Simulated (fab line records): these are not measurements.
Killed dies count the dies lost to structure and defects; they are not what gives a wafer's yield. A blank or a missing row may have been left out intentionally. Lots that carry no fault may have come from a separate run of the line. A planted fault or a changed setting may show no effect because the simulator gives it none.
Chamber matching + flow nand-harc + NHARC_A_STAIRCASE_DESCUM_186 on rie-diel-06: 4 sister chambers
The step chemistry O2, time 3 s. 8 wafers are shown with their chamber, then 9 later ones without.

WAFERS WITH THEIR CHAMBER
| wafer  | chamber | drypump-motor-current-A (A) | showerhead-plenum-p-Torr (Torr) |
|--------|---------|-----------------------------|---------------------------------|
| L080.1 | 2       | 5.4                         | 1.84                            |
| L086.1 | 2       | 5.4                         | 1.83                            |
| L089.1 | 0       | 5.0                         | 2.04                            |
| L089.3 | 1       | 5.2                         | 1.88                            |
| L089.6 | 3       | 5.9                         | 1.94                            |
| L090.2 | 3       | 5.9                         | 1.93                            |
| L090.3 | 0       | 5.0                         | 2.04                            |
| L090.6 | 1       | 5.3                         | 1.88                            |

WAFERS WHOSE CHAMBER IS MISSING
| wafer  | drypump-motor-current-A (A) | showerhead-plenum-p-Torr (Torr) |
|--------|-----------------------------|---------------------------------|
| L091.1 | 5.9                         | 1.93                            |
| L091.2 | 5.2                         | 1.88                            |
| L091.3 | 5.4                         | 1.83                            |
| L096.2 | 5.2                         | 1.87                            |
| L096.3 | 5.9                         | 1.93                            |
| L096.4 | 5.4                         | 1.83                            |
| L095.3 | 5.4                         | 1.83                            |
| L095.5 | 5.2                         | 1.87                            |
| L095.6 | 5.4                         | 1.82                            |

WHICH CHAMBER EACH WENT THROUGH
| wafer  | from the rows above | in truth |
|--------|---------------------|----------|
| L091.1 | 3                   | 3        |
| L091.2 | 1                   | 1        |
| L091.3 | 2                   | 2        |
| L096.2 | 1                   | 1        |
| L096.3 | 3                   | 3        |
| L096.4 | 2                   | 2        |
| L095.3 | 2                   | 2        |
| L095.5 | 1                   | 1        |
| L095.6 | 2                   | 2        |
Placed correctly: 9 of 9. From these rows, 0 cannot be placed. Wrongly placed: 0.
How it was worked out, from the rows above alone: a wafer's distance from a chamber is the root of the sum, over the readings, of the square of ((its reading less the chamber's mean) divided by the reading's scatter). The wafer belongs to the nearest chamber; if the next one is less than 2 further off, it can't be placed. A chamber's mean is the mean of its shown wafers. The scatter: take each reading less its chamber's mean, square it, sum over the shown wafers, divide by the number of wafers less the number of chambers, and take the root.
